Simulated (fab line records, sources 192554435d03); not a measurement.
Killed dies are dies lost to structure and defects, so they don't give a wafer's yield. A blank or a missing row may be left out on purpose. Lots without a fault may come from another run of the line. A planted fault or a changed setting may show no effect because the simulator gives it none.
Problem report in the 8D (eight disciplines) form, filled by code | flow n5_finfet | the parts of the form that need people (team, actions taken, sign-off) are left out

1. THE PROBLEM
trench_depth_nm at N5_BEOL_M3_OCD_MEAS_38 reads a mean of 73.7 nm on 3 wafers of 2 lots; wafers without a fault read 55.8 nm with a standard deviation of 0.83. That is +22 standard deviations from the usual mean.
First seen on wafer L487.3, day 14 01:47, on ocd-02. The record holds 25 wafers of 9 lots with a number at this step. Rule for "out", or "out of limits": more than 4 standard deviations from the usual mean. The other wafers with a number count as sound.

2. WHAT IT IS AND WHAT IT IS NOT
question                    | is                     | is not
which readings at this step | trench_depth_nm        | -
which lots                  | L487, L489             | L474, L476, L478, L479, L493, L494, L496
which wafers of those lots  | L487.3, L489.1, L489.3 | L487.6
read on which gauges        | ocd-02                 | ocd-01
when                        | from day 14 01:47      | up to then (13 sound wafers); but 9 sound wafers of L493, L494, L496 came after

3. SUSPECTS, AND WHAT RULES EACH OUT
Counting: a tool at a process step up to the reading stays a suspect if it ran every lot that is out. Sound lots after the first of them don't rule it out here, since some wafers of a struck lot are sound.
- the gauge at N5_BEOL_M3_OCD_MEAS_38: ruled out. All the wafers that are out were read on ocd-02, but those of them that N5_BEOL_M3_TRENCH_ETCH_37 has rows for are out there too, on other tools.
- rie_diel-01 at N5_BEOL_M3_TRENCH_ETCH_37 (etches SiOC in C4F6/O2, target depth 55.555 nm, time 29.2 s): kept. It ran every lot that is out, first L487 (day 14 01:38); its last sound lot up to then is L479 (day 9 03:23). Its own readings are out on those wafers: run_length_s.
- rie_diel-01 at N5_BEOL_M3_ETCH_41 (etches SiCN in CH3F/O2, target depth 29.9 nm, time 52.5 s): kept. It ran every lot that is out, first L487 (day 14 01:47); its last sound lot up to then is L479 (day 9 03:32). N5_BEOL_M3_ETCH_41 gives no start for some lots, so the hours and the order of its lots are those of N5_BEOL_M3_OCD_MEAS_38.
Left after counting: rie_diel-01 at N5_BEOL_M3_TRENCH_ETCH_37, rie_diel-01 at N5_BEOL_M3_ETCH_41.

4. THE CAUSE (what the simulator had put in)
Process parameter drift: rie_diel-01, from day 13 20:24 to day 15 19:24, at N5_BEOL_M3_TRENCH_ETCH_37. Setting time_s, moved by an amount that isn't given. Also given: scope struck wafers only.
Counting left 2 suspects, and this tool is among them.

5. THE CHAIN OF EFFECTS, in route order
Each row: a reading whose mean over the struck wafers that have a number lies more than 3 standard deviations from the usual. Only readings for which the record gives a usual standard deviation are gone through. hours: the time from each lot's start at the first step in this table that gives one to its start at this step, as a median over the lots. sigmas: the change in usual standard deviations.
hours | step                      | reading         | usual   | on struck wafers | change | sigmas
0     | N5_BEOL_M3_TRENCH_ETCH_37 | run_length_s    | 52.4 s  | 61.6             | +9.2   | +24
0     | N5_BEOL_M3_OCD_MEAS_38    | trench_depth_nm | 55.8 nm | 73.7             | +17.9  | +22
The process steps in it:
- N5_BEOL_M3_TRENCH_ETCH_37: etches SiOC in C4F6/O2, target depth 55.555 nm, time 29.2 s.
Later measuring or inspecting steps at which every struck wafer that the step has a row for has a number for every such reading, and none has moved that far: N5_BEOL_M4_RC_MEAS_101.

6. WHAT WOULD HAVE CAUGHT IT SOONER
In this record the first reading out of limits at a measuring or inspecting step was taken at day 14 01:47, 5 hours after the fault began at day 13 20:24.
The tool's own readings at N5_BEOL_M3_TRENCH_ETCH_37 were out on every struck wafer that the step has a row for (run_length_s): an alarm limit on them would have fired on the first of those.
Of the lots that are out (2), L489 began N5_BEOL_M3_TRENCH_ETCH_37 on rie_diel-01 after day 14 01:47. A hold on the tool at that time would have spared it.
